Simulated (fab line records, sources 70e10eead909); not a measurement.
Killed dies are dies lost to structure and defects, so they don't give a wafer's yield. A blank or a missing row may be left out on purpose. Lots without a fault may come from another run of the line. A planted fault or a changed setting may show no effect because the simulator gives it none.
fab line records | flow nand_harc
record lots=12 wafers=36 last_day=33
route steps=1302 shown A_STAIRCASE@881 A_SGD_CUT@913 A_SLIT@940 END@1302
lots that met no fault: from a run of the same line without faults
start_h: hours from the record's first day to the start of the lot's first wafer shown | wait_h: hours since the lot's step before | " the same as in the row above | L1.1+2: a row that stands for several wafers | - no value, or no start given | * or withheld: withheld | < > ~ a bound
route shown NAME@n: a module of which the file shows steps, and the number in the route of the first | usual: mean/standard deviation of fault-free wafers | same: alike in all rows | chamber/n: place in a boat | sites: the reading at each site | _std_site: their standard deviation | _edge_site: outer sites' mean less inner sites' | radius_mm: how far each site lies from the wafer's centre | mask NAME#n: copy n | behind: the tool/chamber that last shaped the wafer | hold: why the lot was held/for how many hours/how that ended | device: the transistor (n, p or np) that didn't switch | end of line: the same wafers' tests at the end of the route | a step without rows: its recipe alone | killed: dies lost to structure and defects at the first sort, not the wafer's yield | map: a wafer's dies, x killed, . not, _ none there
set.NAME: the setting as run; set.NAME@STEP: as run at that earlier step | model.NAME: the simulator's own value behind a step, which no gauge read
steps of the route over a sample of lots; a table a step, a row a wafer
services: from which hour (start_h, from the record's first day; less than 0 if before it) a tool's chamber was out of use, for how many hours, and why
## steps
# step NHARC_A_STAIRCASE_ETCHBACK_422
# recipe target_depth_a=400 over_etch_frac=0.3 time_s=74.286 ion_energy_ev=120 ch3f_flow_sccm=50 o2_flow_sccm=30 ar_flow_sccm=200 rf_w=500 bias_w=100 chemistry=CH3F/O2
# usual bias_w=99.97/0.29 drypump_motor_current_A=5.9/0.39 oes_product_au=0.95/0.035 rf_vpp_V=244.5/1.8 showerhead_plenum_p_Torr=2.47/0.11 throttle_valve_pct=20.664/0.0093
# columns lot.wafer tool chamber start_h wait_h bias_w drypump_motor_current_A oes_product_au rf_hours_counter_h rf_vpp_V showerhead_plenum_p_Torr throttle_valve_pct
L501.4 rie_diel-04 1 450.06 0.2 100.09 5.9 0.94 23 243.9 2.43 20.657
L501.2 " 2 " " 100.45 5.6 0.93 25 240.0 2.30 20.670
L501.5 " 1 " " 100.22 5.9 0.95 - 243.7 2.42 20.659
L505.3 rie_diel-04 1 472.35 0.1 100.32 5.9 0.94 32 244.2 2.42 20.651
L505.4 " 2 " " 99.93 5.6 0.92 34 243.1 2.30 20.670
L505.1 " 0 " " 100.11 6.2 0.92 32 247.7 2.65 20.667
L504.2 rie_diel-07 1 472.51 0.1 99.83 6.0 0.91 60 244.0 2.42 20.666
L504.1 " 2 " " 99.82 6.1 0.91 58 245.6 2.55 20.664
L504.5 " 1 " " 100.12 5.9 0.91 - 243.0 2.42 20.660
L507.2 rie_diel-08 3 489.67 0.1 100.48 5.8 0.92 44 246.4 2.63 20.665
L507.3 " 0 " " 100.20 6.3 0.93 37 243.2 2.48 20.661
L507.1 " 1 " " 99.21 5.9 0.92 38 247.3 2.62 20.657
L508.4 rie_diel-04 3 507.76 0.1 99.67 6.1 0.91 45 244.5 2.47 20.665
L508.3 " 0 " " 100.04 6.1 0.92 47 245.4 2.64 20.669
L508.5 " 0 " " 100.32 6.2 0.91 - 246.1 2.64 20.644
L511.4 rie_diel-08 1 539.82 0.1 99.80 5.9 0.99 56 245.7 2.61 20.661
L511.6 " 0 " " 100.02 6.2 0.99 - 245.4 2.47 20.659
L511.5 " 1 " " 99.95 5.9 0.99 - 246.0 2.61 20.671
L512.3 rie_diel-07 3 559.08 0.2 100.16 5.0 0.93 23 243.9 2.52 20.663
L512.4 " 1 " " 99.83 5.9 0.92 23 243.8 2.41 20.647
L512.6 " 3 " " 99.62 4.9 0.93 - 247.2 2.52 20.657
L518.3 rie_diel-07 1 591.71 0.1 99.85 5.9 0.92 35 243.6 2.40 20.648
L518.1 " 2 " " 99.96 6.2 0.93 35 244.8 2.53 20.671
L518.6 " 3 " " 100.01 4.9 0.92 - 244.7 2.51 20.652
L520.2 rie_diel-04 0 630.98 0.1 99.49 6.2 0.92 26 246.1 2.63 20.667
L520.1 " 1 " " 100.07 5.9 0.93 26 243.0 2.40 20.661
L520.5 " 2 " " 100.37 5.6 0.92 - 241.6 2.28 20.668
L521.2 rie_diel-04 0 640.93 0.2 100.03 6.2 0.92 30 247.6 2.63 20.669
L521.3 " 1 " " 99.85 5.9 0.92 30 244.2 2.40 20.660
L521.5 " 3 " " 100.01 6.2 0.93 - 244.4 2.45 20.686
L522.3 rie_diel-04 2 665.82 0.2 100.17 5.6 0.99 31 240.4 2.28 20.654
L522.5 " 0 " " 100.49 6.2 1.01 - 247.3 2.62 20.663
L522.6 " 1 " " 100.02 5.9 1.01 - 244.1 2.40 20.665
L523.4 rie_diel-07 0 671.99 0.1 100.42 6.3 0.99 3 242.3 2.32 20.663
L523.3 " 1 " " 99.60 5.9 0.99 3 241.8 2.39 20.655
L523.6 " 0 " " 99.82 6.3 0.99 - 241.7 2.32 20.657
# step NHARC_A_SGD_CUT_DEP_20
# recipe target_thk_a=1500 temp_c=65 material=SiO2
# columns lot.wafer tool chamber start_h wait_h
L501.2+4+5 fcvd-01 1,0,0 453.60 -
L505.1+4+3 fcvd-01 0,1,0 475.59 -
L504.2+1+5 fcvd-02 1,0,0 475.92 -
L507.2+1+3 fcvd-01 0,1,0 493.24 -
L508.4+3+5 fcvd-01 0,1,0 511.18 -
L511.4+6+5 fcvd-01 0,1,0 543.47 -
L512.3+4+6 fcvd-01 0,1,0 562.43 -
L518.1+3+6 fcvd-02 1,0,1 595.32 -
L520.2+1+5 fcvd-01 1,0,1 634.32 -
L521.2+3+5 fcvd-02 1,0,0 644.91 -
L522.3+5+6 fcvd-02 1,0,1 671.87 -
L523.3+4+6 fcvd-02 0,1,0 675.40 -
# step NHARC_A_SLIT_ETCH_26
# recipe bias_v=400 source_w=2000 pressure_mtorr=25 time_s=90 ar_flow_sccm=375 c4f8_flow_sccm=41.7 o2_flow_sccm=83.3 target_depth_a=4000 chemistry=C4F8/O2/Ar
# usual drypump_motor_current_A=5.5/0.46 oes_air_line_au=0.999/0.021 showerhead_plenum_p_Torr=3.69/0.14 throttle_valve_pct=27.620/0.0091
# columns lot.wafer tool chamber start_h wait_h drypump_motor_current_A oes_air_line_au rf_hours_counter_h showerhead_plenum_p_Torr throttle_valve_pct
L501.2 har_etch-01 0 476.06 3.0 4.8 0.993 269 3.67 27.622
L501.4 " 0 " " 4.8 1.008 - 3.67 27.608
L501.5 " 0 " " 4.8 0.989 - 3.67 27.624
L504.2 har_etch-02 1 491.53 3.0 5.5 1.035 57 3.71 27.623
L504.1 " 0 " " 5.6 0.973 57 3.95 27.626
L504.5 " 0 " " 5.6 0.978 - 3.95 27.624
L505.1 har_etch-01 0 495.13 2.4 4.8 1.003 277 3.67 27.620
L505.4 " 1 " " 6.1 1.003 - 3.56 27.623
L505.3 " 0 " " 4.8 1.024 - 3.67 27.624
L507.2 har_etch-01 0 511.90 3.0 4.8 1.035 288 3.66 27.617
L507.1 " 1 " " 6.0 1.012 288 3.55 27.604
L507.3 " 0 " " 4.8 1.007 - 3.66 27.626
L508.4 har_etch-02 1 526.90 1.9 5.4 1.000 - 3.70 27.607
L508.3 " 0 " " 5.6 0.998 - 3.94 27.621
L508.5 " 1 " " 5.5 1.014 - 3.70 27.622
L511.4 har_etch-02 0 561.84 1.7 5.6 0.999 - 3.93 27.626
L511.5 " 1 " " 5.4 0.993 - 3.69 27.613
L511.6 " 0 " " 5.6 0.958 - 3.93 27.624
L512.4 har_etch-02 1 609.93 4.5 5.5 0.961 - 3.68 27.626
L512.3 " 0 " " 5.6 0.951 - 3.92 27.628
L512.6 " 0 " " 5.6 0.967 - 3.92 27.606
L518.1 har_etch-01 1 611.56 3.0 6.1 0.987 346 3.52 27.617
L518.3 " 0 " " 4.8 1.006 - 3.63 27.623
L518.6 " 1 " " 6.1 1.036 - 3.52 27.623
L520.1 har_etch-01 1 652.95 3.0 6.1 1.001 365 3.51 27.637
L520.2 " 0 " " 4.8 0.982 365 3.62 27.607
L520.5 " 1 " " 6.0 0.981 - 3.51 27.622
L521.2 har_etch-02 1 663.23 2.4 5.5 0.961 153 3.65 27.622
L521.3 " 1 " " 5.4 0.988 - 3.65 27.613
L521.5 " 0 " " 5.6 0.997 - 3.89 27.626
L522.3 har_etch-02 0 687.10 1.9 5.6 0.973 - 3.88 27.615
L522.5 " 0 " " 5.5 0.985 - 3.88 27.624
L522.6 " 1 " " 5.5 0.999 - 3.65 27.624
L523.4 har_etch-01 1 690.93 1.8 6.1 1.057 - 3.50 27.629
L523.3 " 0 " " 4.8 1.000 - 3.61 27.625
L523.6 " 0 " " 4.8 0.976 - 3.61 27.623
# step NHARC_A_SLIT_ETCH_29
# recipe target_depth_a=1000 overetch_a=100 time_s=55 ion_energy_ev=100 cf4_flow_sccm=80 o2_flow_sccm=20 ar_flow_sccm=0 rf_w=300 bias_w=100 chemistry=CF4/O2
# usual bias_w=100.0/0.35 drypump_motor_current_A=5.9/0.54 oes_product_au=1.001/0.0094 rf_vpp_V=197.3/1.3 showerhead_plenum_p_Torr=1.31/0.047 throttle_valve_pct=13.397/0.0091
# columns lot.wafer tool chamber start_h wait_h bias_w drypump_motor_current_A oes_product_au rf_hours_counter_h rf_vpp_V showerhead_plenum_p_Torr throttle_valve_pct
L501.4 rie_diel-01 0 476.94 0.1 99.8 6.7 0.986 5.1 197.3 1.33 13.402
L501.2 " 2 " " 100.1 5.9 0.998 5.3 199.0 1.35 13.395
L501.5 " 1 " " 100.3 5.4 1.005 - 196.6 1.25 13.398
L504.1 rie_diel-01 0 492.41 0.1 100.1 6.7 0.981 6.4 198.4 1.33 13.388
L504.2 " 1 " " 100.0 5.4 1.002 7.1 194.8 1.25 13.382
L504.5 " 3 " " 100.4 6.4 1.002 - 198.3 1.31 13.404
L505.4 rie_diel-01 1 495.99 0.1 100.0 5.4 1.007 7.2 195.4 1.25 13.408
L505.3 " 2 " " 100.2 5.9 0.993 6.3 196.7 1.35 13.397
L505.1 " 3 " " 99.6 6.4 1.005 5.6 195.9 1.31 13.386
L507.3 rie_diel-09 3 512.79 0.1 99.7 6.1 0.998 1.0 196.1 1.29 13.406
L507.2 " 0 " " 100.1 6.6 1.004 1.0 196.0 1.26 13.406
L507.1 " 1 " " 100.8 4.9 1.005 0.6 197.3 1.39 13.399
L508.3 rie_diel-09 0 527.75 0.1 99.7 6.6 0.997 1.4 195.2 1.26 13.407
L508.5 " 2 " " 100.1 5.8 0.996 - 198.8 1.41 13.384
L508.4 " 0 " " 99.5 6.6 0.990 - 194.5 1.26 13.397
L511.5 rie_diel-09 2 562.71 0.1 99.3 5.8 0.990 - 198.8 1.41 13.400
L511.6 " 0 " " 99.4 6.6 1.001 - 195.3 1.26 13.401
L511.4 " 1 " " 100.3 4.9 1.005 - 197.9 1.39 13.391
L512.3 rie_diel-01 0 610.90 0.1 100.1 6.7 1.002 0.7 199.3 1.33 13.407
L512.4 " 1 " " 99.8 5.4 1.009 1.0 195.6 1.25 13.398
L512.6 " 0 " " 99.9 6.6 0.996 - 197.8 1.33 13.393
L518.3 rie_diel-09 3 612.46 0.1 99.9 6.1 0.998 5.6 196.7 1.29 13.399
L518.1 " 0 " " 99.9 6.6 1.012 8.0 195.3 1.26 13.388
L518.6 " 2 " " 99.6 5.8 0.996 - 198.6 1.41 13.401
L520.1 rie_diel-09 0 653.85 0.1 100.1 6.6 1.005 9.5 196.0 1.26 13.398
L520.2 " 1 " " 100.1 4.9 1.021 8.2 198.8 1.39 13.392
L520.5 " 0 " " 100.0 6.6 1.005 - 196.5 1.26 13.385
L521.3 rie_diel-03 2 664.10 0.1 99.7 5.1 1.011 0.3 195.1 1.25 13.400
L521.2 " 1 " " 99.4 5.5 1.006 0.3 197.6 1.31 13.413
L521.5 " 1 " " 100.0 5.5 1.008 - 196.6 1.31 13.410
L522.3 rie_diel-03 0 687.94 0.1 99.7 6.0 0.996 1.4 197.6 1.30 13.410
L522.6 " 2 " " 99.6 5.1 0.993 - 197.5 1.25 13.383
L522.5 " 3 " " 100.6 5.8 1.019 - 197.4 1.34 13.405
L523.3 rie_diel-03 3 691.76 0.1 100.4 5.8 1.018 1.2 197.2 1.34 13.394
L523.4 " 0 " " 100.6 6.0 1.001 1.4 197.3 1.30 13.399
L523.6 " 1 " " 100.2 5.5 1.005 - 198.1 1.31 13.379
# step NHARC_END_SORT_01
# recipe temp_c=25
# usual killed_at_array=57/19 killed_at_other=0.9/1.1 killed_at_periphery=4.0/2.6 killed_dies=62/19 killed_open=3.3/1.8 killed_short=2.4/1.7
# same gross_dies=677
# columns lot.wafer tool chamber start_h wait_h killed_at_array killed_at_other killed_at_periphery killed_dies killed_open killed_short
L511.4 prober-01 0 672.22 3.4 81 2 3 86 2 6
L511.5 prober-01 0 673.02 3.7 69 0 0 69 1 1
L511.6 prober-01 0 673.82 4.0 126 0 4 130 4 1
L512.3 prober-02 0 717.73 3.1 97 1 4 102 2 1
L512.4 prober-02 0 718.53 3.4 117 0 4 121 3 0
L512.6 prober-02 0 720.12 4.0 85 1 3 89 5 1
# killed by level:class
L511.4 A_SGD_CUT:unspecified=44 A_CHANNEL_HOLE_D2:chamber_film_flake=17 A_CHANNEL_HOLE_D1:chamber_film_flake=5 A_ONON_D1:geometric_particle:short=4 A_CONTACT:chamber_film_flake=4 P_ZERO_WELL:chamber_film_flake=3 A_STAIRCASE:chamber_film_flake=3 A_ONON_D1:geometric_particle:open=1
L511.5 A_SGD_CUT:unspecified=44 A_CHANNEL_HOLE_D2:chamber_film_flake=15 A_STAIRCASE:chamber_film_flake=6 A_CONTACT:chamber_film_flake=2 A_ONON_D1:geometric_particle:open=1 A_CHANNEL_FILL_D1:geometric_particle:short=1
L511.6 A_SGD_CUT:unspecified=82 A_CHANNEL_HOLE_D2:chamber_film_flake=15 A_STAIRCASE:chamber_film_flake=8 A_CHANNEL_HOLE_D1:chamber_film_flake=5 A_CONTACT:chamber_film_flake=5 P_ZERO_WELL:chamber_film_flake=2 A_CHANNEL_FILL_D2:chamber_film_flake=2 A_SLIT:chamber_film_flake=2
L512.3 A_SGD_CUT:unspecified=43 A_CHANNEL_HOLE_D1:chamber_film_flake=39 P_GATE:chamber_film_flake=4 A_STAIRCASE:chamber_film_flake=3 A_SLIT:chamber_film_flake=3 A_M0:chamber_film_flake=3 A_CHANNEL_FILL_D2:geometric_particle:open=1 A_WL_FILL:geometric_particle:short=1
L512.4 A_SGD_CUT:unspecified=79 A_CHANNEL_HOLE_D1:chamber_film_flake=24 A_WL_FILL:chamber_film_flake=4 P_GATE:chamber_film_flake=3 A_SLIT:chamber_film_flake=2 A_STAIRCASE:chamber_film_flake=2 A_CONTACT:chamber_film_flake=2 A_CHANNEL_HOLE_D1:geometric_particle:open=1
L512.6 A_SGD_CUT:unspecified=40 A_CHANNEL_HOLE_D1:chamber_film_flake=26 A_SLIT:chamber_film_flake=7 A_CHANNEL_HOLE_D2:chamber_film_flake=4 A_CONTACT:chamber_film_flake=3 A_ONON_D2:geometric_particle:open=2 P_GATE:geometric_particle:short=1 P_M1:geometric_particle:open=1
## services
# columns tool chamber start_h hours kind
fcvd-02 - 450.00 13.0 pm
rie_diel-07 - 473.84 9.0 pm
rie_diel-09 - 497.10 9.0 pm
rie_diel-01 1 503.60 3.7 repair
rie_diel-09 2 513.10 5.0 repair
rie_diel-09 1 514.81 7.3 repair
rie_diel-09 3 521.04 10.0 repair
fcvd-02 0 523.72 17.1 repair
rie_diel-01 - 531.81 0.4 repair
rie_diel-04 - 534.44 9.0 pm
rie_diel-01 3 535.09 7.4 repair
fcvd-01 - 547.00 13.0 pm
rie_diel-09 3 551.61 8.3 repair
rie_diel-01 1 555.86 18.0 repair
rie_diel-01 - 557.94 9.0 pm
fcvd-02 - 566.53 0.7 repair
rie_diel-04 1 581.89 3.3 repair
rie_diel-04 - 615.40 0.6 repair
fcvd-02 - 616.69 1.1 repair
rie_diel-01 0 621.33 10.3 repair
rie_diel-01 2 626.29 3.5 repair
fcvd-02 - 631.00 13.0 pm
rie_diel-04 0 642.90 5.8 repair
rie_diel-09 - 674.10 9.0 pm
## key
first_sign step=NHARC_END_SORT_01 reading=killed_at_array direction=up sigmas=2.1 usual=57 struck=96
effect step=NHARC_END_SORT_01 reading=killed_dies direction=up sigmas=2 usual=62 struck=100 wafers_moved=5
more_kills_born_at NHARC_A_SGD_CUT_DEP_20@fcvd-01=332
met_at NHARC_A_SGD_CUT_DEP_20
struck_lots L511,L512
tester_left_out L511,L512
not_acting_at NHARC_A_STAIRCASE_ETCHBACK_422,NHARC_A_SLIT_ETCH_26,NHARC_A_SLIT_ETCH_29
onset_between 511.18 543.47
fault kind=chamber_particle_source tool=fcvd-01 chamber=- onset_h=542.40 steps=NHARC_A_SGD_CUT_DEP_20 rate_per_visit_cm2=0.74031 end_h=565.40
# tester_left_out: of these lots the tester's yield and bins aren't shown, on N5 and GAA mostly nor the transistor test; their killed dies are dies lost to structure and defects alone, not to doping, threshold or leakage, so they don't give the yield
